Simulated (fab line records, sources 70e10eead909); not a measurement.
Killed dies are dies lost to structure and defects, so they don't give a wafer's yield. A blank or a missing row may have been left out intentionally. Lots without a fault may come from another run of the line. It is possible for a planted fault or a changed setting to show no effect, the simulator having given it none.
fab line records -- flow nand-harc -- part 2 of 2: steps 5 to 6 of 6
record: lots: 23, wafers: 69, last-day: 34
route steps=1302 shown A_M0@1151 A_M1@1183 A_BONDPAD@1218
lots that met no fault: from a run of the same line without faults
start-h: hours from the record's first day to the start of the lot's first wafer shown -- wait-h: how many hours have passed since the lot's step before this one -- " repeats the value in the row above -- L1.1+2: several wafers, shown together as one row -- - either no value or no given start -- * or withheld: withheld -- < > ~ a bound
route shown NAME@n: NAME is a module with steps in the file, n the number in the route of the first one -- usual: mean/standard deviation taken from wafers without a fault -- same: alike in all rows -- chamber/n: place in a boat -- sites: per-site readings -- _std_site: the standard deviation of these -- _edge_site: mean of outer sites minus mean of inner sites -- radius-mm: how far each site lies from the wafer's centre -- mask NAME#n: copy n -- behind: tool/chamber where the wafer was last shaped -- hold: what put the lot on hold/how long, in hours/how the hold closed -- device: which transistor (n, p or np) failed to switch -- end of line: the same wafers' tests at the end of the route -- a step given without rows: its recipe and nothing more -- killed: at the first sort, the dies lost to defects and structure; wafer yield is something else -- map: the dies of a wafer, with x for killed, . for not killed, _ for no die there
set.NAME: the setting that was run; set.NAME@STEP: the one run at that earlier step -- model.NAME: the simulator's own value behind a step, which no gauge read
the route's steps for a sample of lots (tables are steps, rows are wafers)
services: a tool's chamber out of use, with start hour (start-h, from the record's first day; less than 0 if before it), hours out, and reason
== steps ==
step: NHARC_A_BONDPAD_DESCUM_11
recipe: time-s: 3, o2-flow-sccm: 200, ar-flow-sccm: 0, bias-power-w: 0, chemistry: O2
usual: drypump-motor-current-A: 5.9/0.36, oes-product-au: 1.004/0.0085, rf-vpp-V: 58.0/0.96, showerhead-plenum-p-Torr: 1.98/0.09, throttle-valve-pct: 11.310/0.01
lot.wafer,tool,chamber,start-h,wait-h,drypump-motor-current-A,oes-product-au,rf-hours-counter-h,rf-vpp-V,showerhead-plenum-p-Torr,throttle-valve-pct
L074.2,rie-diel-11,3,535.61,-,5.6,1.006,3,58.6,2.04,11.303
L074.5,rie-diel-11,0,535.61,-,6.4,1.017,-,58.3,2.05,11.305
L074.6,rie-diel-11,1,535.61,-,6.2,1.011,-,57.1,1.92,11.324
L075.3,rie-diel-11,3,538.71,-,5.6,1.007,3,58.5,2.04,11.312
L075.4,rie-diel-11,1,538.71,-,6.1,1.007,3,59.0,1.92,11.320
L075.6,rie-diel-11,2,538.71,-,5.8,1.010,-,58.9,2.04,11.301
L077.2,rie-diel-11,2,555.51,-,5.7,1.005,3,58.2,2.04,11.314
L077.3,rie-diel-11,0,555.51,-,6.5,0.993,3,57.3,2.05,11.314
L077.5,rie-diel-11,3,555.51,-,5.6,1.012,-,58.0,2.04,11.304
L076.4,rie-diel-13,3,559.85,-,6.4,0.999,12,56.6,1.80,11.310
L076.3,rie-diel-13,0,559.85,-,5.1,0.987,11,59.6,2.02,11.307
L076.6,rie-diel-13,2,559.85,-,5.1,0.985,-,57.3,1.96,11.317
L080.3,rie-diel-03,0,570.34,-,5.9,0.999,15,57.9,1.76,11.307
L080.5,rie-diel-03,2,570.34,-,6.0,1.001,-,58.8,1.93,11.321
L080.6,rie-diel-03,3,570.34,-,5.7,0.992,-,57.0,1.77,11.302
L079.2,rie-diel-11,2,571.65,-,5.7,1.007,3,57.9,2.04,11.300
L079.5,rie-diel-11,0,571.65,-,6.4,1.011,-,57.0,2.05,11.317
L079.6,rie-diel-11,1,571.65,-,6.2,0.999,-,58.4,1.92,11.315
L082.4,rie-diel-03,3,597.67,-,5.7,0.994,17,58.4,1.77,11.295
L082.1,rie-diel-03,0,597.67,-,6.0,1.009,18,56.6,1.76,11.337
L082.6,rie-diel-03,3,597.67,-,5.7,0.997,-,56.3,1.77,11.287
L081.3,rie-diel-11,3,605.21,-,5.6,1.009,5,57.5,2.04,11.298
L081.2,rie-diel-11,1,605.21,-,6.2,1.006,5,57.2,1.92,11.298
L081.5,rie-diel-11,1,605.21,-,6.2,1.015,-,56.3,1.92,11.301
L084.1,rie-diel-11,3,630.46,-,5.6,1.011,0,60.8,2.04,11.312
L084.3,rie-diel-11,0,630.46,-,6.4,1.000,0,58.9,2.05,11.321
L084.5,rie-diel-11,3,630.46,-,5.6,1.016,-,58.1,2.04,11.318
L083.1,rie-diel-11,1,631.44,-,6.2,0.994,0,57.6,1.92,11.301
L083.5,rie-diel-11,1,631.44,-,6.2,0.995,-,57.5,1.92,11.312
L083.6,rie-diel-11,2,631.44,-,5.7,0.998,-,58.1,2.04,11.315
L085.4,rie-diel-11,0,650.82,-,6.4,0.999,1,59.2,2.05,11.313
L085.2,rie-diel-11,1,650.82,-,6.2,1.000,1,57.4,1.92,11.312
L085.6,rie-diel-11,3,650.82,-,5.6,1.016,-,58.2,2.04,11.326
L086.1,rie-diel-11,0,651.95,-,6.4,1.002,1,56.5,2.05,11.318
L086.4,rie-diel-11,1,651.95,-,6.2,0.994,1,57.9,1.92,11.322
L086.3,rie-diel-11,2,651.95,-,5.7,0.998,1,59.1,2.04,11.320
L088.1,rie-diel-11,2,677.99,-,5.7,1.002,1,59.0,2.04,11.313
L088.2,rie-diel-11,1,677.99,-,6.2,0.997,1,59.6,1.92,11.308
L088.5,rie-diel-11,2,677.99,-,5.7,1.007,-,60.1,2.04,11.293
L087.2,rie-diel-11,1,683.17,-,6.2,0.988,1,58.6,1.92,11.296
L087.4,rie-diel-11,3,683.17,-,5.6,1.010,1,57.8,2.04,11.301
L087.6,rie-diel-11,1,683.17,-,6.2,0.997,-,57.9,1.92,11.312
L089.4,rie-diel-11,2,690.25,-,5.7,0.997,1,57.4,2.04,11.319
L089.6,rie-diel-11,0,690.25,-,6.4,1.006,-,59.0,2.05,11.317
L089.5,rie-diel-11,1,690.25,-,6.2,0.995,-,58.1,1.92,11.305
L090.1,rie-diel-11,0,698.15,-,6.4,1.000,2,58.7,2.05,11.325
L090.4,rie-diel-11,2,698.15,-,5.7,0.999,2,57.3,2.04,11.307
L090.5,rie-diel-11,3,698.15,-,5.6,1.001,-,57.1,2.04,11.312
L091.1,rie-diel-03,2,709.55,-,6.0,1.018,11,58.1,1.92,11.302
L091.4,rie-diel-03,2,709.55,-,6.0,1.025,-,57.2,1.92,11.294
L091.5,rie-diel-03,3,709.55,-,5.7,1.009,-,57.6,1.76,11.319
L093.3,rie-diel-03,0,710.53,-,6.0,1.009,12,59.7,2.07,11.318
L093.2,rie-diel-03,2,710.53,-,6.0,1.008,11,59.0,1.92,11.301
L093.6,rie-diel-03,3,710.53,-,5.7,1.009,-,55.4,1.76,11.317
L092.2,rie-diel-03,2,715.70,-,6.1,1.014,13,58.0,1.92,11.309
L092.1,rie-diel-03,0,715.70,-,6.0,0.998,13,58.4,2.07,11.293
L092.6,rie-diel-03,0,715.70,-,6.0,1.005,-,57.0,2.07,11.310
L094.4,rie-diel-11,3,741.81,-,5.6,1.010,2,58.9,2.04,11.328
L094.5,rie-diel-11,1,741.81,-,6.1,0.994,-,55.9,1.92,11.319
L094.6,rie-diel-11,2,741.81,-,5.7,0.992,-,59.1,2.04,11.299
L095.2,rie-diel-11,0,750.44,-,6.4,1.004,2,58.8,2.05,11.316
L095.3,rie-diel-11,3,750.44,-,5.6,0.999,2,57.9,2.04,11.310
L095.6,rie-diel-11,1,750.44,-,6.1,0.988,-,58.2,1.92,11.320
L097.4,rie-diel-13,1,765.00,-,5.4,1.010,23,58.6,1.91,11.304
L097.3,rie-diel-13,3,765.00,-,6.4,1.009,21,57.4,1.78,11.316
L097.6,rie-diel-13,2,765.00,-,5.1,0.991,-,57.7,1.94,11.293
L096.3,rie-diel-11,0,781.50,-,6.4,1.012,3,56.9,2.05,11.305
L096.4,rie-diel-11,1,781.50,-,6.2,0.995,3,58.5,1.92,11.306
L096.5,rie-diel-11,2,781.50,-,5.7,1.004,-,59.0,2.04,11.300
step: NHARC_A_BONDPAD_ETCH_34
recipe: target-depth-a: 600, overetch-a: 180, time-s: 65.91, ion-energy-ev: 200, n2-flow-sccm: 150, h2-flow-sccm: 150, ar-flow-sccm: 0, rf-w: 400, bias-w: 150, chemistry: N2/H2
usual: drypump-motor-current-A: 5.9/0.36, oes-product-au: 1.003/0.0087, rf-vpp-V: 432.5/2.9, showerhead-plenum-p-Torr: 2.11/0.099, throttle-valve-pct: 14.173/0.0089
lot.wafer,tool,chamber,start-h,wait-h,drypump-motor-current-A,oes-product-au,rf-hours-counter-h,rf-vpp-V,showerhead-plenum-p-Torr,throttle-valve-pct
L074.2,rie-diel-11,3,535.72,0.1,5.6,1.000,3,434.8,2.18,14.171
L074.6,rie-diel-11,0,535.72,0.1,6.4,1.007,-,434.3,2.19,14.164
L074.5,rie-diel-11,1,535.72,0.1,6.1,1.013,-,430.9,2.05,14.189
L075.3,rie-diel-11,1,538.80,0.1,6.2,1.018,3,432.0,2.05,14.177
L075.4,rie-diel-11,2,538.80,0.1,5.7,1.007,3,433.7,2.17,14.169
L075.6,rie-diel-11,3,538.80,0.1,5.6,1.003,-,432.8,2.18,14.186
L077.2,rie-diel-11,1,555.61,0.1,6.2,1.000,3,432.0,2.05,14.181
L077.3,rie-diel-11,2,555.61,0.1,5.7,1.019,3,435.2,2.17,14.160
L077.5,rie-diel-11,3,555.61,0.1,5.6,1.011,-,435.6,2.18,14.170
L076.3,rie-diel-13,2,559.94,0.1,5.1,0.983,13,431.2,2.10,14.167
L076.4,rie-diel-13,3,559.94,0.1,6.4,0.996,12,425.6,1.91,14.165
L076.6,rie-diel-13,1,559.94,0.1,5.3,0.991,-,429.1,2.06,14.162
L080.3,rie-diel-03,0,570.42,0.1,6.0,1.002,15,424.6,1.88,14.168
L080.5,rie-diel-03,2,570.42,0.1,6.0,1.017,-,430.8,2.06,14.173
L080.6,rie-diel-03,3,570.42,0.1,5.7,1.000,-,426.2,1.88,14.183
L079.2,rie-diel-11,3,571.74,0.1,5.6,1.026,3,432.9,2.18,14.148
L079.5,rie-diel-11,0,571.74,0.1,6.4,1.014,-,435.7,2.19,14.175
L079.6,rie-diel-11,1,571.74,0.1,6.2,1.006,-,430.4,2.05,14.166
L082.1,rie-diel-03,3,597.76,0.1,5.7,1.011,17,425.4,1.88,14.165
L082.4,rie-diel-03,0,597.76,0.1,6.0,1.012,18,426.2,1.88,14.165
L082.6,rie-diel-03,3,597.76,0.1,5.7,1.001,-,426.8,1.88,14.171
L081.2,rie-diel-11,3,605.31,0.1,5.6,1.013,5,435.1,2.18,14.181
L081.3,rie-diel-11,1,605.31,0.1,6.2,1.009,5,429.2,2.05,14.183
L081.5,rie-diel-11,0,605.31,0.1,6.4,1.003,-,434.4,2.19,14.188
L084.3,rie-diel-11,3,630.56,0.1,5.6,1.008,0,435.5,2.18,14.171
L084.1,rie-diel-11,0,630.56,0.1,6.5,0.993,0,435.2,2.19,14.176
L084.5,rie-diel-11,2,630.56,0.1,5.7,0.999,-,434.4,2.17,14.164
L083.1,rie-diel-11,3,631.53,0.1,5.6,1.009,0,434.7,2.18,14.178
L083.6,rie-diel-11,3,631.53,0.1,5.6,1.015,-,434.7,2.18,14.177
L083.5,rie-diel-11,0,631.53,0.1,6.5,1.001,-,434.0,2.19,14.171
L085.2,rie-diel-11,0,650.90,0.1,6.4,1.006,1,435.2,2.19,14.167
L085.4,rie-diel-11,3,650.90,0.1,5.6,0.996,1,433.6,2.18,14.177
L085.6,rie-diel-11,0,650.90,0.1,6.4,1.000,-,433.7,2.18,14.146
L086.1,rie-diel-11,1,652.04,0.1,6.2,0.992,1,432.2,2.05,14.189
L086.4,rie-diel-11,3,652.04,0.1,5.6,1.005,1,433.6,2.18,14.171
L086.3,rie-diel-11,0,652.04,0.1,6.4,0.989,1,435.2,2.18,14.168
L088.2,rie-diel-11,1,678.08,0.1,6.2,0.990,1,431.5,2.05,14.172
L088.1,rie-diel-11,3,678.08,0.1,5.6,1.003,1,434.7,2.18,14.171
L088.5,rie-diel-11,1,678.08,0.1,6.2,0.998,-,431.0,2.05,14.164
L087.2,rie-diel-11,1,683.26,0.1,6.1,1.001,1,429.8,2.05,14.174
L087.4,rie-diel-11,0,683.26,0.1,6.4,1.004,1,435.1,2.19,14.170
L087.6,rie-diel-11,1,683.26,0.1,6.2,0.998,-,431.3,2.05,14.175
L089.4,rie-diel-11,0,690.34,0.1,6.4,1.013,2,434.7,2.18,14.174
L089.5,rie-diel-11,1,690.34,0.1,6.2,1.000,-,430.7,2.05,14.173
L089.6,rie-diel-11,2,690.34,0.1,5.7,1.012,-,433.9,2.17,14.178
L090.4,rie-diel-11,0,698.23,0.1,6.4,1.010,2,435.7,2.18,14.189
L090.1,rie-diel-11,2,698.23,0.1,5.7,1.008,2,434.5,2.17,14.173
L090.5,rie-diel-11,1,698.23,0.1,6.2,0.997,-,431.6,2.05,14.172
L091.1,rie-diel-03,0,709.65,0.1,6.0,1.004,12,436.8,2.21,14.159
L091.5,rie-diel-03,0,709.65,0.1,6.0,1.003,-,436.3,2.21,14.167
L091.4,rie-diel-03,2,709.65,0.1,6.0,1.010,-,430.5,2.05,14.179
L093.3,rie-diel-03,3,710.63,0.1,5.7,1.003,11,427.0,1.87,14.180
L093.2,rie-diel-03,0,710.63,0.1,6.0,1.007,12,435.5,2.21,14.174
L093.6,rie-diel-03,3,710.63,0.1,5.7,0.998,-,426.4,1.87,14.170
L092.1,rie-diel-03,2,715.80,0.1,6.0,0.993,13,430.0,2.05,14.173
L092.2,rie-diel-03,0,715.80,0.1,6.0,0.992,13,435.0,2.21,14.175
L092.6,rie-diel-03,3,715.80,0.1,5.7,1.010,-,424.7,1.87,14.177
L094.4,rie-diel-11,0,741.89,0.1,6.4,1.008,2,435.4,2.18,14.164
L094.6,rie-diel-11,3,741.89,0.1,5.6,1.020,-,433.6,2.18,14.187
L094.5,rie-diel-11,0,741.89,0.1,6.5,1.007,-,433.4,2.18,14.162
L095.3,rie-diel-11,3,750.53,0.1,5.6,1.012,2,434.1,2.18,14.179
L095.2,rie-diel-11,0,750.53,0.1,6.5,1.006,2,434.7,2.18,14.165
L095.6,rie-diel-11,3,750.53,0.1,5.6,1.009,-,434.8,2.18,14.180
L097.4,rie-diel-13,0,765.09,0.1,5.0,0.999,14,434.0,2.13,14.165
L097.3,rie-diel-13,1,765.09,0.1,5.4,1.000,23,430.6,2.03,14.182
L097.6,rie-diel-13,3,765.09,0.1,6.4,1.002,-,426.8,1.89,14.169
L096.4,rie-diel-11,3,781.56,0.1,5.6,1.003,3,434.1,2.18,14.176
L096.3,rie-diel-11,1,781.56,0.1,6.2,0.987,3,431.8,2.05,14.174
L096.5,rie-diel-11,3,781.56,0.1,5.6,1.010,-,434.0,2.18,14.170
== services ==
tool,chamber,start-h,hours,kind
rie-diel-11,2,529.20,7.6,repair
rie-diel-05,2,534.06,5.2,repair
rie-diel-05,2,568.75,5.2,repair
rie-diel-05,0,573.58,16.8,repair
rie-diel-10,-,577.78,0.6,repair
pvd-sputter-01,-,582.00,10.0,pm
rie-diel-05,-,583.60,9.0,pm
rie-diel-11,2,593.03,18.1,repair
rie-diel-10,-,596.50,9.0,pm
rie-diel-11,-,609.50,9.0,pm
rie-diel-10,0,633.00,8.7,repair
rie-diel-03,-,635.49,9.0,pm
rie-diel-10,2,669.92,4.4,repair
rie-diel-11,1,670.52,5.3,repair
rie-diel-10,0,674.34,7.3,repair
rie-diel-11,-,695.72,0.2,repair
rie-diel-10,2,701.37,13.0,repair
rie-diel-03,1,709.16,9.5,repair
rie-diel-03,2,719.35,2.9,repair
rie-diel-10,-,720.23,1.1,repair
rtp-anneal-02,-,744.00,12.0,pm
pvd-sputter-01,-,756.44,2.7,repair
rie-diel-03,0,759.99,3.4,repair
rie-diel-05,-,760.60,9.0,pm
